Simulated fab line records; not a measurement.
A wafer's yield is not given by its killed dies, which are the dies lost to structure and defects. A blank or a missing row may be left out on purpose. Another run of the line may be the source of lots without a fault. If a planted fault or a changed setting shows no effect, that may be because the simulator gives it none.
Which of the tools did it?	flow nand-harc	24 lots, 72 wafers sampled, at 6 steps of a route of 1302

WHAT THE GAUGES READ, wafer by wafer
NHARC_A_CONTACT_CD_MEAS_42: target cd 300 nm.
lot	measured	on	cd-nm (nm)
L075	day 21 20:41	cd-sem-01	300.9 300.7 300.4
L074	day 22 01:10	cd-sem-03	299.8 300.2 300.7
L076	day 22 02:10	cd-sem-01	301.4 300.7 300.8
L078	day 22 10:46	cd-sem-01	300.8 300.0 300.2
L077	day 22 14:52	cd-sem-01	299.2 299.5 299.3
L081	day 24 03:55	cd-sem-03	299.5 300.5 299.8
L080	day 24 03:18	cd-sem-01	300.3 300.1 300.3
L079	day 24 02:02	cd-sem-02	299.3 300.0 300.2
L084	day 25 13:17	cd-sem-03	300.4 299.9 300.2
L082	day 25 14:25	cd-sem-03	299.3 298.5 298.8
L083	day 25 15:18	cd-sem-02	300.0 299.5 298.7
L085	day 26 04:46	cd-sem-01	301.2 300.3 301.0
L086	day 26 11:13	cd-sem-01	300.0 299.8 300.5
L087	day 27 01:10	cd-sem-03	300.0 300.3 299.7
L089	day 27 12:25	cd-sem-03	300.7 299.8 299.8
L088	day 27 16:36	cd-sem-01	299.7 298.6 299.8
L092	day 28 21:02	cd-sem-02	300.8 300.4 300.8
L090	day 28 22:53	cd-sem-01	300.0 300.1 299.8
L091	day 29 06:50	cd-sem-02	300.2 299.3 299.1
L095	day 29 15:37	cd-sem-01	298.7 299.2 300.1
L093	day 29 22:11	cd-sem-01	300.9 299.9 301.2
L094	day 29 22:21	cd-sem-02	299.8 300.6 299.4
L096	day 30 20:25	cd-sem-03	299.7 299.4 299.4
L097	day 31 08:35	cd-sem-03	300.3 299.7 299.4

NHARC_A_CONTACT_CD_MEAS_53.
lot	measured	on	cd-nm (nm)
L075	day 22 01:59	cd-sem-01	289.2 289.5 289.0
L074	day 22 06:26	cd-sem-01	287.9 287.9 289.1
L076	day 22 07:35	cd-sem-03	288.8 288.5 288.2
L078	day 22 16:06	cd-sem-03	288.4 288.7 288.8
L077	day 22 20:09	cd-sem-01	289.7 290.1 290.2
L081	day 24 09:14	cd-sem-01	290.0 289.4 290.3
L080	day 24 08:35	cd-sem-03	290.0 288.5 288.8
L079	day 24 07:19	cd-sem-01	289.0 289.3 288.8
L084	day 25 18:34	cd-sem-03	289.2 289.2 289.7
L082	day 25 19:44	cd-sem-02	290.6 291.1 290.8
L083	day 25 20:36	cd-sem-01	287.9 288.4 288.5
L085	day 26 10:10	cd-sem-01	289.9 289.1 290.0
L086	day 26 16:48	cd-sem-03	289.1 289.5 289.3
L087	day 27 06:28	cd-sem-01	289.7 289.9 289.8
L089	day 27 18:15	cd-sem-01	289.2 289.4 288.7
L088	day 27 22:38	cd-sem-03	288.6 289.5 288.9
L092	day 29 02:18	cd-sem-03	288.5 289.5 288.6
L090	day 29 04:13	cd-sem-01	288.8 288.4 288.8
L091	day 29 12:07	cd-sem-02	290.1 290.1 289.4
L095	day 29 20:54	cd-sem-02	289.4 289.9 289.5
L093	day 30 03:29	cd-sem-02	290.0 290.3 290.3
L094	day 30 03:43	cd-sem-03	289.0 290.3 289.6
L096	day 31 02:07	cd-sem-03	288.6 289.3 289.3
L097	day 31 13:52	cd-sem-02	289.7 289.4 289.5

WHAT TOOL EACH LOT RAN ON (gives the tool, then ch and the chambers of the sampled wafers, and finally the start)
lot	NHARC_A_WL_FILL_ETCHBACK_26	NHARC_A_CONTACT_ETCH_50	NHARC_A_CONTACT_ETCH_114	NHARC_A_CONTACT_ETCH_120
L075	rie-si-05 ch 0,2, day 21 13:19	rie-diel-03 ch 0,1,2, day 21 23:13 or earlier	har-cap-etch-03 ch 0,1, day 21 23:13	har-cap-etch-03 ch 0,1, day 22 00:14
L074	rie-si-05 ch 0,3, day 21 18:26	rie-diel-03 ch 0,1,3, day 22 03:46 or earlier	har-cap-etch-02 ch 0,1, day 22 03:46	har-cap-etch-02 ch 0,1, day 22 04:47
L076	rie-si-04 ch 0,1, day 21 18:26	rie-diel-05 ch 0,1, day 22 04:52 or earlier	har-cap-etch-03 ch 0,1, day 22 04:52	har-cap-etch-03 ch 0,1, day 22 05:53
L078	rie-si-05 ch 0,1,2, day 22 02:26	rie-diel-05 ch 0,1,2, day 22 13:21 or earlier	har-cap-etch-02 ch 0,1, day 22 13:21	har-cap-etch-02 ch 0,1, day 22 14:23
L077	rie-si-04 ch 0,2,3, day 22 06:11	rie-diel-03 ch 0,2,3, day 22 17:28 or earlier	har-cap-etch-02 ch 1, day 22 17:28	har-cap-etch-02 ch 1, day 22 18:29
L081	rie-si-04 ch 1,2,3, day 23 18:05	rie-diel-13 ch 0,1,2, day 24 06:28 or earlier	har-cap-etch-02 ch 0,1, day 24 06:28	har-cap-etch-02 ch 0,1, day 24 07:29
L080	rie-si-05 ch 0,2, day 23 18:06	rie-diel-05 ch 0,3, day 24 05:51 or earlier	har-cap-etch-01 ch 1, day 24 05:51	har-cap-etch-01 ch 1, day 24 06:53
L079	rie-si-03 ch 0,3, day 23 18:07	rie-diel-03 ch 1,2, day 24 04:35 or earlier	har-cap-etch-03 ch 0,1, day 24 04:35	har-cap-etch-03 ch 0,1, day 24 05:37
L084	rie-si-05 ch 1,3, day 25 06:16	rie-diel-13 ch 1,2,3, day 25 15:50 or earlier	har-cap-etch-03 ch 0,1, day 25 15:50	har-cap-etch-03 ch 0,1, day 25 16:52
L082	rie-si-04 ch 1,2,3, day 25 06:18	rie-diel-03 ch 0,1,3, day 25 16:59 or earlier	har-cap-etch-01 ch 0,1, day 25 16:59	har-cap-etch-01 ch 0,1, day 25 18:01
L083	rie-si-05 ch 0,2,3, day 25 06:20	rie-diel-13 ch 1,2,3, day 25 17:52 or earlier	har-cap-etch-02 ch 0,1, day 25 17:52	har-cap-etch-02 ch 0,1, day 25 18:55
L085	rie-si-04 ch 0,3, day 25 20:42	rie-diel-03 ch 0,2,3, day 26 07:19 or earlier	har-cap-etch-03 ch 1, day 26 07:19	har-cap-etch-03 ch 1, day 26 08:21
L086	rie-si-05 ch 0,2, day 26 04:25	rie-diel-03 ch 0,1, day 26 14:04 or earlier	har-cap-etch-02 ch 0,1, day 26 14:04	har-cap-etch-02 ch 0,1, day 26 15:06
L087	rie-si-05 ch 0,2,3, day 26 18:04	rie-diel-03 ch 0,1, day 27 03:46 or earlier	har-cap-etch-02 ch 0, day 27 03:46	har-cap-etch-02 ch 0, day 27 04:47
L089	rie-si-03 ch 0,2,3, day 27 03:47	rie-diel-13 ch 2,3, day 27 15:31 or earlier	har-cap-etch-03 ch 0,1, day 27 15:31	har-cap-etch-03 ch 0,1, day 27 16:33
L088	rie-si-04 ch 0,2, day 27 07:43	rie-diel-05 ch 0,1,3, day 27 19:55 or earlier	har-cap-etch-01 ch 0,1, day 27 19:55	har-cap-etch-01 ch 0,1, day 27 20:57
L092	rie-si-03 ch 1,2,3, day 28 13:01	rie-diel-03 ch 0,1,2, day 28 23:34 or earlier	har-cap-etch-01 ch 0,1, day 28 23:34	har-cap-etch-01 ch 0,1, day 29 00:35
L090	rie-si-04 ch 1,2,3, day 28 13:04	rie-diel-13 ch 0,1,2, day 29 01:29 or earlier	har-cap-etch-02 ch 0,1, day 29 01:29	har-cap-etch-02 ch 0,1, day 29 02:32
L091	rie-si-04 ch 0,1, day 28 18:17	rie-diel-03 ch 0,1,3, day 29 09:24 or earlier	har-cap-etch-03 ch 0, day 29 09:24	har-cap-etch-03 ch 0, day 29 10:25
L095	rie-si-04 ch 1,2, day 29 08:51	rie-diel-03 ch 2,3, day 29 18:12 or earlier	har-cap-etch-03 ch 0,1, day 29 18:12	har-cap-etch-03 ch 0,1, day 29 19:13
L093	rie-si-05 ch 2,3, day 29 12:41	rie-diel-05 ch 0,1,2, day 30 00:45 or earlier	har-cap-etch-03 ch 0,1, day 30 00:45	har-cap-etch-03 ch 0,1, day 30 01:47
L094	rie-si-03 ch 1,3, day 29 12:43	rie-diel-13 ch 2,3, day 30 00:58 or earlier	har-cap-etch-01 ch 0, day 30 00:58	har-cap-etch-01 ch 0, day 30 01:59
L096	rie-si-04 ch 1,2,3, day 30 12:13	rie-diel-13 ch 1,2,3, day 30 23:22 or earlier	har-cap-etch-01 ch 0,1, day 30 23:22	har-cap-etch-01 ch 0,1, day 31 00:23
L097	rie-si-05 ch 1,2,3, day 31 01:14	rie-diel-03 ch 1,2,3, day 31 11:08 or earlier	har-cap-etch-03 ch 0,1, day 31 11:08	har-cap-etch-03 ch 0,1, day 31 12:10
- NHARC_A_WL_FILL_ETCHBACK_26: etches the open film in HBr, target depth 52 nm, time 13.3 s.
- NHARC_A_CONTACT_ETCH_50: etches the open film in CF4/CHF3, target depth 121 nm, time 60.5 s.
- NHARC_A_CONTACT_ETCH_114: etches the open film in C4F8/O2/Ar, time 190 s, target depth 1850 nm.
- NHARC_A_CONTACT_ETCH_120: etches the open film in C4F8/O2/Ar, time 190 s, target depth 1850 nm.

WHAT THE TOOLS THEMSELVES READ (means of the sampled wafers that have a number; where no wafer has one, the mark that the record gives instead)
NHARC_A_WL_FILL_ETCHBACK_26.
lot	tool	drypump-motor-current-A (A)	oes-product-au (a.u.)	throttle-valve-pct (%)
L075	rie-si-05	5.0	1.003	23.271
L074	rie-si-05	5.2	0.992	23.264
L076	rie-si-04	5.7	0.992	23.264
L078	rie-si-05	5.3	1.001	23.269
L077	rie-si-04	5.7	1.013	23.275
L081	rie-si-04	6.0	0.999	23.266
L080	rie-si-05	5.0	0.992	23.268
L079	rie-si-03	5.6	0.995	23.270
L084	rie-si-05	5.5	0.988	23.265
L082	rie-si-04	6.0	0.998	23.261
L083	rie-si-05	5.1	0.993	23.262
L085	rie-si-04	5.5	0.998	23.260
L086	rie-si-05	5.0	1.001	23.267
L087	rie-si-05	5.1	1.001	23.261
L089	rie-si-03	5.7	0.998	23.263
L088	rie-si-04	5.4	0.995	23.265
L092	rie-si-03	5.3	0.997	23.278
L090	rie-si-04	6.0	1.002	23.268
L091	rie-si-04	5.3	0.994	23.266
L095	rie-si-04	5.9	0.997	23.266
L093	rie-si-05	5.0	1.012	23.275
L094	rie-si-03	5.2	0.999	23.267
L096	rie-si-04	6.0	1.001	23.267
L097	rie-si-05	5.4	1.007	23.257

NHARC_A_CONTACT_ETCH_50.
lot	tool	drypump-motor-current-A (A)	oes-product-au (a.u.)	rf-vpp-V (V)	showerhead-plenum-p-Torr (Torr)	throttle-valve-pct (%)
L075	rie-diel-03	5.38	0.967	370.8	1.58	16.798
L074	rie-diel-03	5.53	0.969	370.5	1.57	16.805
L076	rie-diel-05	5.38	0.922	370.2	1.55	16.797
L078	rie-diel-05	5.77	0.918	369.3	1.54	16.801
L077	rie-diel-03	5.51	0.941	373.3	1.64	16.810
L081	rie-diel-13	5.49	0.959	368.3	1.51	16.803
L080	rie-diel-05	5.42	0.938	374.1	1.66	16.802
L079	rie-diel-03	5.20	0.974	370.1	1.59	16.797
L084	rie-diel-13	5.62	0.931	368.8	1.53	16.790
L082	rie-diel-03	5.53	0.920	370.7	1.57	16.800
L083	rie-diel-13	5.61	0.953	370.7	1.53	16.810
L085	rie-diel-03	5.50	0.969	372.6	1.64	16.798
L086	rie-diel-03	5.41	0.973	368.9	1.52	16.799
L087	rie-diel-03	5.55	0.932	370.7	1.58	16.803
L089	rie-diel-13	5.66	0.931	369.2	1.53	16.803
L088	rie-diel-05	5.32	0.936	371.0	1.58	16.812
L092	rie-diel-03	5.38	0.931	373.8	1.66	16.803
L090	rie-diel-13	5.49	0.926	368.6	1.50	16.797
L091	rie-diel-03	5.54	0.968	372.7	1.65	16.800
L095	rie-diel-03	5.31	0.972	372.5	1.63	16.801
L093	rie-diel-05	5.77	0.921	371.7	1.61	16.809
L094	rie-diel-13	5.64	0.921	367.5	1.53	16.801
L096	rie-diel-13	5.61	0.974	368.4	1.52	16.810
L097	rie-diel-03	5.39	0.954	373.0	1.65	16.799

NHARC_A_CONTACT_ETCH_114.
lot	tool	oes-air-line-au (a.u.)
L075	har-cap-etch-03	1.012
L074	har-cap-etch-02	1.013
L076	har-cap-etch-03	0.994
L078	har-cap-etch-02	0.986
L077	har-cap-etch-02	1.020
L081	har-cap-etch-02	1.000
L080	har-cap-etch-01	0.992
L079	har-cap-etch-03	0.979
L084	har-cap-etch-03	0.983
L082	har-cap-etch-01	1.020
L083	har-cap-etch-02	0.987
L085	har-cap-etch-03	1.013
L086	har-cap-etch-02	1.002
L087	har-cap-etch-02	0.995
L089	har-cap-etch-03	1.007
L088	har-cap-etch-01	1.017
L092	har-cap-etch-01	1.009
L090	har-cap-etch-02	1.017
L091	har-cap-etch-03	0.998
L095	har-cap-etch-03	1.009
L093	har-cap-etch-03	0.987
L094	har-cap-etch-01	0.968
L096	har-cap-etch-01	0.992
L097	har-cap-etch-03	0.991

NHARC_A_CONTACT_ETCH_120.
lot	tool	oes-air-line-au (a.u.)
L075	har-cap-etch-03	0.993
L074	har-cap-etch-02	1.000
L076	har-cap-etch-03	1.015
L078	har-cap-etch-02	0.978
L077	har-cap-etch-02	0.997
L081	har-cap-etch-02	0.977
L080	har-cap-etch-01	0.999
L079	har-cap-etch-03	1.004
L084	har-cap-etch-03	0.999
L082	har-cap-etch-01	0.999
L083	har-cap-etch-02	1.003
L085	har-cap-etch-03	1.004
L086	har-cap-etch-02	1.009
L087	har-cap-etch-02	1.015
L089	har-cap-etch-03	1.005
L088	har-cap-etch-01	0.973
L092	har-cap-etch-01	1.017
L090	har-cap-etch-02	1.008
L091	har-cap-etch-03	0.995
L095	har-cap-etch-03	1.002
L093	har-cap-etch-03	1.007
L094	har-cap-etch-01	0.978
L096	har-cap-etch-01	1.004
L097	har-cap-etch-03	0.994

THE ANSWER, worked out from the rows above alone
Rule: the lots themselves supply what counts as usual. The widest of any qualifying gaps counts: lots, ordered by their means at a reading, are off when they make up no more than a third of the lots, leave a main group of 4 or more, and stand apart from it by 3 or more times the standard deviation of that group's means. A main group is skipped when, at the precision printed for the reading in the tables above, its means are all equal. A lot without any number at a reading at which 4 lots or more have one is off too. All remaining lots with rows at the step are treated as sound. Order of review: gauges by route order, followed by the tools' own readings, for which a lot's mean as printed above is used. At the first step where some lot is off, the reading lying furthest off is the one used; lots without a number count as furthest.
No lot is off on any of the readings shown, so nothing can be concluded from this.

WHAT THE SIMULATOR HAD PUT IN
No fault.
